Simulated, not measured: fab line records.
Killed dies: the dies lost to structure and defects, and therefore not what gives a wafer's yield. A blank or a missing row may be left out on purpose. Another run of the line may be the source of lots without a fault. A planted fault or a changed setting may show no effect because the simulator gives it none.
Chamber matching | flow n5_finfet | N5_BEOL_M11_STRIP_19 on rie_diel-05 has 4 sister chambers
The step strips in O2. 4 wafers are shown with their chamber, then 9 later ones without.

WAFERS PAIRED WITH THEIR CHAMBERS
wafer  | chamber | showerhead_plenum_p_Torr (Torr)
L090.6 | 2       | 2.11
L092.1 | 1       | 2.06
L092.2 | 3       | 2.21
L092.4 | 0       | 2.00

WAFERS WHOSE CHAMBER IS MISSING
wafer  | showerhead_plenum_p_Torr (Torr)
L094.4 | 2.21
L094.5 | 2.21
L094.6 | 2.00
L095.2 | 2.06
L095.3 | 2.00
L095.5 | 2.06
L097.3 | 2.10
L097.4 | 2.06
L097.6 | 2.10

CHAMBER TAKEN BY EACH
wafer  | from the rows above | in truth
L094.4 | 3                   | 3
L094.5 | 3                   | 3
L094.6 | 0                   | 0
L095.2 | 1                   | 1
L095.3 | 0                   | 0
L095.5 | 1                   | 1
L097.3 | 2                   | 2
L097.4 | 1                   | 1
L097.6 | 2                   | 2
Correct placement for 9 of the 9. Number that these rows cannot place: 0. Wrongly placed: 0.
How it was worked out, from the rows above alone: a wafer's distance from a chamber is the root of the sum, over the readings, of the square of ((its reading less the chamber's mean) divided by the reading's scatter). If the next closest chamber is less than 2 further off than the closest, the wafer can't be placed; otherwise it belongs to the closest. The mean given for a chamber averages the wafers shown for that chamber. The scatter: root of mean squared gap, hidden wafer to nearest shown wafer, with one shown wafer a chamber.
